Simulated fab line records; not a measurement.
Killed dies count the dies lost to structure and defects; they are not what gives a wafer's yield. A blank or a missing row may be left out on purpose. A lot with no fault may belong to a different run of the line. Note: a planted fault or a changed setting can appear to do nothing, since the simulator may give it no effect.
A struck lot beside a sound one | flow nandHarc | 14 steps out of a route of 1302
Sound: these wafers, L905.2, L905.3, L905.6. Struck: wafers L909.1, L909.2, L909.4. Last of all comes the cause.
Per side, at each step with rows, come the tool, then ch with its chambers, and then its first start. Under that, the readings that differ: sound wafers | struck wafers | difference of the means | sigmas: that difference in standard deviations of wafers without a fault.
alike: words and numbers the same on both sides, and readings whose means are apart by under 2 such deviations; not compared: readings that were withheld, readings missing a value for some wafer, numbers with overlapping values and no deviation given by the record, and bounds like >300 which may hide the same value.
A row with sigmas, a row that says differs or no value, or rows on one side alone: a step with any of these is where the two part. Numbers that don't overlap but have no deviation are shown without sigmas and don't part them. Lack of a reading on every wafer of one side parts them only where that side has two or more wafers.

first, 5 steps without rows for these wafers: NHARC_P_M1_SOFTBAKE_04 (time 55 s); NHARC_P_M1_EBR_05; NHARC_P_M1_EXPOSE_06 (exposes mask P M1, target cd 130 nm); NHARC_P_M1_PEB_07 (peb time 65 s); NHARC_P_M1_DEVELOP_08 (develop time 35 s).
NHARC_P_M1_CD_MEAS_09 targets a cd of 130 nm.
  sound on cdSem-01 ch 0, day 7 13:31; struck on cdSem-03 ch 0, day 8 16:56
  alike: cdNm
NHARC_P_M1_OVL_MEAS_10: pitch 260 nm.
  sound on overlay-01 at day 7 13:36; struck on overlay-02 at day 8 17:01
  alike: overlayXNm, overlayYNm
NHARC_P_M1_INSPECT_11:
  sound on defectInspect-01 at day 7 13:38; struck on defectInspect-01 at day 8 17:03
reading        | sound  | struck | difference | sigmas
rawDefectCount | 12 8 6 | 4 2 4  | -5         | -2
NHARC_P_M1_DESCUM_14: chemistry O2, time 3 s.
  sound on rieDiel-06 ch 0,1,3, day 7 13:43; struck on rieDiel-06 ch 0,2,3, day 8 17:07
  alike: chamberPressureMTorr, drypumpMotorCurrentA, oesProductAu, rfVppV, showerheadPlenumPTorr, throttleValvePct
  not compared: rfHoursCounterH
NHARC_P_M1_ETCH_35: etches the open film in N2/H2, target depth 40 nm, overetch 12 nm, time 43.94 s.
  sound on rieDiel-06 ch 2,3, day 7 13:47; struck on rieDiel-06 ch 1,2,3, day 8 17:12
  alike: chamberPressureMTorr, drypumpMotorCurrentA, h2FlowSccm, oesProductAu, rfVppV, showerheadPlenumPTorr, throttleValvePct
  not compared: rfHoursCounterH
NHARC_P_M1_ETCH_15: etches the open film in C4F8/Ar, target depth 182.5 nm, time 91.2 s.
  sound on rieDiel-06 ch 0,3; struck on rieDiel-06 ch 0,1,3
  alike: chamberPressureMTorr, oesProductAu, rfVppV
  not compared: rfHoursCounterH
NHARC_P_M1_CD_MEAS_16:
  sound on cdSem-01 at day 7 14:01; struck on cdSem-02 at day 8 17:25
  alike: cdNm
NHARC_P_M1_STRIP_18: strips in N2/H2.
  sound on rieDiel-09 ch 0,3, day 7 14:05; struck on rieDiel-06 ch 0,1,2, day 8 17:31
  no value came back on the struck wafers for any of 8 readings (biasW (W), chamberPressureMTorr (mTorr) and others); on the sound wafers biasW (W) reads 0 0 0
  not compared: rfHoursCounterH
NHARC_P_M1_ETCH_28: etches the open film in CF4/N2, target depth 30 nm, time 72.99 s.
  sound on rieDiel-09 ch 2,3; struck on rieDiel-06 ch 1,2,3, day 8 17:44
reading                      | sound                | struck               | difference | sigmas
chamberPressureMTorr (mTorr) | 29.978 29.956 29.973 | 30.024 30.074 29.994 | +0.062     | +2
rfVppV (V)                   | 316.0 316.0 316.6    | 311.2 311.8 312.8    | -4.3       | -2
showerheadPlenumPTorr (Torr) | 2.71 2.75 2.75       | 2.45 2.52 2.54       | -0.23      | -2
  alike: drypumpMotorCurrentA, oesProductAu, throttleValvePct
  not compared: rfHoursCounterH

== WHERE THEY PART ==
Last at NHARC_P_M1_ETCH_28 as far as this record goes, first at NHARC_P_M1_INSPECT_11.

WHY: what the simulator had put in
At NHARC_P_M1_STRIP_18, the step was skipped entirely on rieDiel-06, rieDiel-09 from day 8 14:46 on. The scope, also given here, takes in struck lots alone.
